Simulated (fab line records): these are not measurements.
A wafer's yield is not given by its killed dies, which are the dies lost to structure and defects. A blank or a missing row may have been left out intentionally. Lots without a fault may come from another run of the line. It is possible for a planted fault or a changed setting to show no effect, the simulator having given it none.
Chamber matching	flow n5_finfet	rie_diel-02 running N5_MOL_CONTACT_COAG_ETCHBACK_132: 4 sister chambers
The step etches SiO2 in CHF3, target depth 10 nm, time 6.7 s. 14 wafers are shown with their chamber, then 7 later ones without.

== WAFERS PAIRED WITH THEIR CHAMBERS ==
wafer	chamber	showerhead_plenum_p_Torr (Torr)	throttle_valve_pct (%)	oes_product_au (a.u.)
L075.1	1	2.52	18.67	0.84
L075.4	2	2.34	18.84	0.68
L075.5	1	2.52	18.65	0.84
L079.3	2	2.34	18.84	0.68
L079.4	3	2.46	18.50	0.74
L079.6	2	2.34	18.85	0.68
L087.1	0	2.52	18.42	0.85
L087.5	0	2.52	18.43	0.85
L087.6	1	2.51	18.68	0.82
L089.1	0	2.52	18.45	0.85
L089.2	3	2.45	18.51	0.73
L089.5	3	2.45	18.50	0.73
L092.1	1	2.51	18.71	0.79
L092.3	0	2.51	18.44	0.85

SIGNATURES, as means of the wafers listed above
reading	chamber 0	chamber 1	chamber 2	chamber 3	scatter within a chamber
showerhead_plenum_p_Torr	2.5175	2.5150	2.3400	2.4533	0.00492
throttle_valve_pct	18.4350	18.6775	18.8433	18.5033	0.0158
oes_product_au	0.8500	0.8225	0.6800	0.7333	0.0132
Rule: a wafer lies at a distance from a chamber equal to the root of the sum of squares, over the readings, of (its reading less the chamber's mean, divided by the reading's scatter). The wafer belongs to the nearest chamber; if the next one is less than 2 further off, it can't be placed. How the scatter is found: for the shown wafers, subtract from each reading the mean of its chamber, square and add these, divide the total by (wafers less chambers), then take the root.

== WAFERS WITHOUT THEIR CHAMBER ==
wafer	showerhead_plenum_p_Torr (Torr)	throttle_valve_pct (%)	oes_product_au (a.u.)
L092.5	2.51	18.70	0.80
L093.3	2.51	18.71	0.81
L093.5	2.51	18.46	0.84
L093.6	2.45	18.53	0.72
L096.1	2.33	18.47	0.99
L096.2	2.51	18.45	0.83
L096.3	2.45	18.56	0.72

== THE CHAMBER EACH PASSED THROUGH ==
wafer	from the rows above	in truth
L092.5	1	1
L093.3	1	1
L093.5	0	0
L093.6	3	3
L096.1	can't be placed: 3 or 2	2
L096.2	0	0
L096.3	3	3
Placed correctly: 6 of 7. Can't be placed from these rows: 1 (the true chamber is among the candidates in 1). 0 placed wrongly.
